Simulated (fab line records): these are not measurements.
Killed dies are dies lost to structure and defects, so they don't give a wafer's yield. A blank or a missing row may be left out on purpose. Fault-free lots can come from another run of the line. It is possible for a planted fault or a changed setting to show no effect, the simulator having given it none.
Matching of chambers | flow n5_finfet | rie_diel-03 running N5_FIN_CUT_STRIP_22: 4 sister chambers
The step strips in N2/H2. 22 wafers are shown with their chamber, then 11 later ones without.

## EACH WAFER AND ITS CHAMBER
wafer  | chamber | drypump_motor_current_A (A) | showerhead_plenum_p_Torr (Torr) | throttle_valve_pct (%)
L075.2 | 0       | 6.1                         | 3.43                            | 19.7
L075.3 | 1       | 6.6                         | 3.36                            | 18.6
L075.6 | 2       | 5.8                         | 3.41                            | 18.4
L076.1 | 2       | 5.8                         | 3.41                            | 18.3
L076.3 | 1       | 6.6                         | 3.36                            | 18.5
L076.6 | 2       | 5.8                         | 3.41                            | 18.4
L078.2 | 1       | 6.6                         | 3.36                            | 18.6
L078.3 | 2       | 5.8                         | 3.41                            | 18.3
L078.5 | 1       | 6.6                         | 3.36                            | 18.6
L079.1 | 0       | 6.1                         | 3.43                            | 19.7
L079.5 | 2       | 5.8                         | 3.41                            | 18.4
L079.6 | 0       | 6.1                         | 3.43                            | 19.7
L082.2 | 2       | 5.8                         | 3.41                            | 18.4
L082.3 | 0       | 6.1                         | 3.43                            | 19.7
L082.4 | 2       | 5.7                         | 3.41                            | 18.4
L085.1 | 0       | 6.1                         | 3.42                            | 19.7
L085.3 | 3       | 6.6                         | 3.57                            | 18.7
L085.5 | 3       | 6.6                         | 3.57                            | 18.6
L086.1 | 0       | 6.1                         | 3.42                            | 19.7
L086.3 | 2       | 5.8                         | 3.40                            | 18.5
L086.6 | 0       | 6.1                         | 3.42                            | 19.7
L087.2 | 3       | 6.6                         | 3.57                            | 18.7

SIGNATURES, as means of the wafers listed above
reading                  | chamber 0 | chamber 1 | chamber 2 | chamber 3 | scatter within a chamber
drypump_motor_current_A  | 6.100     | 6.600     | 5.787     | 6.600     | 0.022
showerhead_plenum_p_Torr | 3.4257    | 3.3600    | 3.4087    | 3.5700    | 0.00379
throttle_valve_pct       | 19.700    | 18.575    | 18.387    | 18.667    | 0.0488
Rule: distance of a wafer from a chamber = root of the sum over the readings of ((wafer's reading minus chamber's mean) / reading's scatter) squared. If the next closest chamber is less than 2 further off than the closest, the wafer can't be placed; otherwise it belongs to the closest. The scatter is the square root of a quotient: the sum, over the shown wafers, of each reading's squared deviation from its chamber's mean, divided by wafers minus chambers.

## WAFERS WITH NO CHAMBER GIVEN
wafer  | drypump_motor_current_A (A) | showerhead_plenum_p_Torr (Torr) | throttle_valve_pct (%)
L087.5 | 6.5                         | 3.57                            | 18.7
L087.6 | 5.8                         | 3.40                            | 18.4
L090.3 | 6.6                         | 3.34                            | 18.6
L090.4 | 6.5                         | 3.57                            | 18.7
L090.6 | 5.8                         | 3.40                            | 18.4
L093.3 | 6.6                         | 3.34                            | 18.6
L093.5 | 6.5                         | 3.56                            | 18.7
L093.6 | 5.8                         | 3.40                            | 18.4
L097.2 | 6.6                         | 3.34                            | 18.6
L097.3 | 6.6                         | 3.56                            | 18.7
L097.6 | 6.6                         | 3.34                            | 18.7

## WHICH CHAMBER EACH WENT THROUGH
wafer  | from the rows above | in truth
L087.5 | 3                   | 3
L087.6 | 2                   | 2
L090.3 | 1                   | 1
L090.4 | 3                   | 3
L090.6 | 2                   | 2
L093.3 | 1                   | 1
L093.5 | 3                   | 3
L093.6 | 2                   | 2
L097.2 | 1                   | 1
L097.3 | 3                   | 3
L097.6 | 1                   | 1
11 of 11 placed correctly. From these rows, 0 cannot be placed. Wrongly placed: 0.
